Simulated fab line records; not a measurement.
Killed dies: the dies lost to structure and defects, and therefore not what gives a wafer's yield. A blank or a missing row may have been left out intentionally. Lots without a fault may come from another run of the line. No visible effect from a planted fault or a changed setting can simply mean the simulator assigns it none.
Chamber matching + flow nandHarc + aldHk-02 running NHARC_A_WL_FILL_ALD_00: 4 sister chambers
The step deposits Al2O3, target thk 3 nm, pulse time 3 s, ald cycles 30. 36 wafers are shown with their chamber, then 12 later ones without.

## EACH WAFER AND ITS CHAMBER
| wafer  | chamber | heaterPowerW (W) | precursorPulseHeightRel |
|--------|---------|------------------|-------------------------|
| L074.1 | 2       | 486              | 1.042                   |
| L074.3 | 0       | 518              | 0.996                   |
| L074.6 | 0       | 511              | 1.011                   |
| L076.1 | 1       | 501              | 1.000                   |
| L076.3 | 0       | 516              | 1.022                   |
| L076.6 | 3       | 385              | 1.007                   |
| L075.3 | 1       | 490              | 1.031                   |
| L075.4 | 3       | 386              | 1.021                   |
| L075.5 | 3       | 391              | 0.982                   |
| L077.3 | 1       | 502              | 1.021                   |
| L077.5 | 1       | 502              | 0.971                   |
| L077.6 | 0       | 520              | 0.997                   |
| L078.1 | 3       | 381              | 0.991                   |
| L078.3 | 0       | 508              | 1.001                   |
| L078.5 | 3       | 394              | 1.004                   |
| L079.2 | 0       | 508              | 1.028                   |
| L079.3 | 3       | 376              | 1.011                   |
| L079.4 | 1       | 526              | 1.018                   |
| L082.3 | 2       | 471              | 1.033                   |
| L082.5 | 3       | 397              | 1.011                   |
| L082.6 | 0       | 504              | 0.968                   |
| L081.4 | 1       | 508              | 0.977                   |
| L081.5 | 2       | 486              | 0.999                   |
| L081.6 | 1       | 512              | 1.006                   |
| L084.1 | 1       | 506              | 0.956                   |
| L084.3 | 0       | 508              | 1.001                   |
| L084.6 | 3       | 393              | 0.993                   |
| L083.1 | 3       | 383              | 0.993                   |
| L083.3 | 1       | 513              | 0.972                   |
| L083.5 | 1       | 508              | 0.988                   |
| L086.2 | 2       | 474              | 0.995                   |
| L086.3 | 0       | 525              | 1.010                   |
| L086.4 | 3       | 385              | 1.035                   |
| L089.1 | 3       | 388              | 0.998                   |
| L089.2 | 2       | 481              | 0.996                   |
| L089.5 | 1       | 499              | 0.971                   |

SIGNATURES (means of the wafers above)
| reading                 | chamber 0 | chamber 1 | chamber 2 | chamber 3 | scatter within a chamber |
|-------------------------|-----------|-----------|-----------|-----------|--------------------------|
| heaterPowerW            | 513.11    | 506.09    | 479.60    | 387.18    | 7.53                     |
| precursorPulseHeightRel | 1.00378   | 0.99191   | 1.01300   | 1.00418   | 0.0201                   |
Rule: a wafer lies at a distance from a chamber equal to the root of the sum of squares, over the readings, of (its reading less the chamber's mean, divided by the reading's scatter). If the next closest chamber is less than 2 further off than the closest, the wafer can't be placed; otherwise it belongs to the closest. How the scatter is found: for the shown wafers, subtract from each reading the mean of its chamber, square and add these, divide the total by (wafers less chambers), then take the root.

## WAFERS WITH NO CHAMBER GIVEN
| wafer  | heaterPowerW (W) | precursorPulseHeightRel |
|--------|------------------|-------------------------|
| L091.3 | 506              | 0.987                   |
| L091.4 | 473              | 1.028                   |
| L091.5 | 512              | 1.021                   |
| L090.1 | 513              | 0.957                   |
| L090.3 | 482              | 0.980                   |
| L090.6 | 514              | 0.988                   |
| L093.4 | 489              | 0.978                   |
| L093.5 | 513              | 0.985                   |
| L093.6 | 398              | 0.972                   |
| L096.3 | 509              | 1.004                   |
| L096.5 | 514              | 1.048                   |
| L096.6 | 507              | 0.976                   |

## WHICH CHAMBER EACH ONE RAN IN
| wafer  | from the rows above          | in truth |
|--------|------------------------------|----------|
| L091.3 | can't be placed: 1 or 0      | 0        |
| L091.4 | 2                            | 2        |
| L091.5 | can't be placed: 0 or 1      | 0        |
| L090.1 | can't be placed: 1 or 0      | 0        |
| L090.3 | can't be placed: 2 or 1      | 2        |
| L090.6 | can't be placed: 0 or 1      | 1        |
| L093.4 | can't be placed: 2 or 1 or 0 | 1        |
| L093.5 | can't be placed: 0 or 1      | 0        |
| L093.6 | 3                            | 3        |
| L096.3 | can't be placed: 0 or 1      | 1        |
| L096.5 | can't be placed: 0 or 1      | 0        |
| L096.6 | can't be placed: 1 or 0      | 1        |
2 of 12 placed correctly. Unplaceable from these rows: 10, with the true chamber sitting among the candidates in 10. Number placed wrongly: 0.
